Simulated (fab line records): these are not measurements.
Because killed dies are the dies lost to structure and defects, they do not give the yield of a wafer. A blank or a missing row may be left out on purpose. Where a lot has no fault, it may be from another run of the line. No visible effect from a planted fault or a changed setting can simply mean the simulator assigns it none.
Split-lot trial | flow n5_finfet | route with 1938 steps; 7 lots, 39 wafers read

== THE SPLIT ==
At N5_HKMG_FIN_NWFM_ALD_20 (deposits TiAlC, target thk 2 nm, pulse time 3 s, purge time 2 s), the setting ald_cycles was moved away from the recipe's 7 on 12 of the 39 wafers read, by -57.1% to +42.9%. For the rest of the wafers, this setting stayed at what the recipe calls for.

The reading is taken at the split's own step.

== THE READING ==
TiAlC_of_HKMG_FIN_NWFM_ALD_20.thk_nm (the simulator's own value, which no gauge read), in nm, at N5_HKMG_FIN_NWFM_ALD_20 (deposits TiAlC, target thk 2 nm, pulse time 3 s, purge time 2 s). The file gives no usual value for it.

wafer  | tool, chamber at the split | ald_cycles as run | against the recipe | TiAlC_of_HKMG_FIN_NWFM_ALD_20.thk_nm, nm | against lot-mates on the recipe
L077.1 | ald_metal-03, 1,3,2,0,2,1  | 7                 | recipe             | 2                                        | -
L077.2 | ald_metal-03, 1,3,2,0,2,1  | 7                 | recipe             | 2                                        | -
L077.3 | ald_metal-03, 1,3,2,0,2,1  | 7                 | recipe             | 2                                        | -
L077.4 | ald_metal-03, 1,3,2,0,2,1  | 7                 | recipe             | 2                                        | -
L077.5 | ald_metal-03, 1,3,2,0,2,1  | 7                 | recipe             | 2                                        | -
L077.6 | ald_metal-03, 1,3,2,0,2,1  | 7                 | recipe             | 2                                        | -
L080.1 | ald_metal-02, 1,2,0        | 7                 | recipe             | 2                                        | -
L080.2 | ald_metal-02, 1,2,0        | 7                 | recipe             | 2                                        | -
L080.3 | ald_metal-02, 1,2,0        | 7                 | recipe             | 2                                        | -
L080.4 | ald_metal-02, 3,0,1        | 9                 | +28.6%             | 2.6                                      | +0.6
L080.5 | ald_metal-02, 3,0,1        | 9                 | +28.6%             | 2.6                                      | +0.6
L080.6 | ald_metal-02, 3,0,1        | 9                 | +28.6%             | 2.6                                      | +0.6
L082.1 | ald_metal-03, 0,1,3,2,0,3  | 7                 | recipe             | 2                                        | -
L082.2 | ald_metal-03, 0,1,3,2,0,3  | 7                 | recipe             | 2                                        | -
L082.3 | ald_metal-03, 0,1,3,2,0,3  | 7                 | recipe             | 2                                        | -
L082.4 | ald_metal-03, 0,1,3,2,0,3  | 7                 | recipe             | 2                                        | -
L082.5 | ald_metal-03, 0,1,3,2,0,3  | 7                 | recipe             | 2                                        | -
L082.6 | ald_metal-03, 0,1,3,2,0,3  | 7                 | recipe             | 2                                        | -
L084.3 | ald_metal-02, 3,0,1        | 7                 | recipe             | 2                                        | -
L084.4 | ald_metal-02, 3,0,1        | 7                 | recipe             | 2                                        | -
L084.6 | ald_metal-02, 3,0,1        | 7                 | recipe             | 2                                        | -
L088.1 | ald_metal-03, 2,1,3        | 7                 | recipe             | 2                                        | -
L088.2 | ald_metal-03, 2,1,3        | 7                 | recipe             | 2                                        | -
L088.4 | ald_metal-03, 2,1,3        | 7                 | recipe             | 2                                        | -
L088.3 | ald_metal-03, 0,3,2        | 3                 | -57.1%             | 0.8                                      | -1.2
L088.5 | ald_metal-03, 0,3,2        | 3                 | -57.1%             | 0.8                                      | -1.2
L088.6 | ald_metal-03, 0,3,2        | 3                 | -57.1%             | 0.8                                      | -1.2
L089.1 | ald_metal-04, 3,1,0        | 10                | +42.9%             | 2.8                                      | +0.8
L089.4 | ald_metal-04, 3,1,0        | 10                | +42.9%             | 2.8                                      | +0.8
L089.6 | ald_metal-04, 3,1,0        | 10                | +42.9%             | 2.8                                      | +0.8
L089.2 | ald_metal-04, 0,2,1        | 7                 | recipe             | 2                                        | -
L089.3 | ald_metal-04, 0,2,1        | 7                 | recipe             | 2                                        | -
L089.5 | ald_metal-04, 0,2,1        | 7                 | recipe             | 2                                        | -
L095.1 | ald_metal-04, 3,2,2        | 9                 | +28.6%             | 2.6                                      | +0.6
L095.2 | ald_metal-04, 3,2,2        | 9                 | +28.6%             | 2.6                                      | +0.6
L095.5 | ald_metal-04, 3,2,2        | 9                 | +28.6%             | 2.6                                      | +0.6
L095.3 | ald_metal-04, 1,3,1        | 7                 | recipe             | 2                                        | -
L095.4 | ald_metal-04, 1,3,1        | 7                 | recipe             | 2                                        | -
L095.6 | ald_metal-04, 1,3,1        | 7                 | recipe             | 2                                        | -
Where a row lists several chambers, the file gives one row for several wafers and doesn't say which wafer went through which chamber.

FIT RESULTS
A straight line over all 39 wafers: TiAlC_of_HKMG_FIN_NWFM_ALD_20.thk_nm changes by +0.0204 nm for each +1% of ald_cycles; r = +1.00; the points scatter about the line by 0.024 nm.
The same after taking each lot's own level away (the mean of its wafers on the recipe; 39 wafers): +0.0204 nm for each +1%; r = +1.00; scatter 0.024 nm.
Per that fit: largest ald_cycles move, reading shift of 1.2 nm.
The lots' own levels span 2.00 to 2.00 nm.
The two slopes are in agreement: the lot-to-lot level therefore moves the slope only a little.
Check: with one of the wafers moved furthest among these (-57.1%) left out of the fit, the line predicts -1.16 nm for it against its lot-mates. It came out at -1.2 nm against them.

== FURTHER SPLITS ON THESE WAFERS ==
Other splits were also applied to these wafers ahead of the reading. Each is held against what the fit with the lots' levels taken away leaves over:
other split on the same wafers | wafers away from the commonest value | r with TiAlC_of_HKMG_FIN_NWFM_ALD_20.thk_nm (lot level and that fit taken away)
N5_SD_EPI_P_EPI_21 time_s      | 18                                   | -0.17

== THE FILE'S OWN FIT ==
TiAlC_of_HKMG_FIN_NWFM_ALD_20.thk_nm changes by +0.0204 nm for each +1% of ald_cycles, r = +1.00.
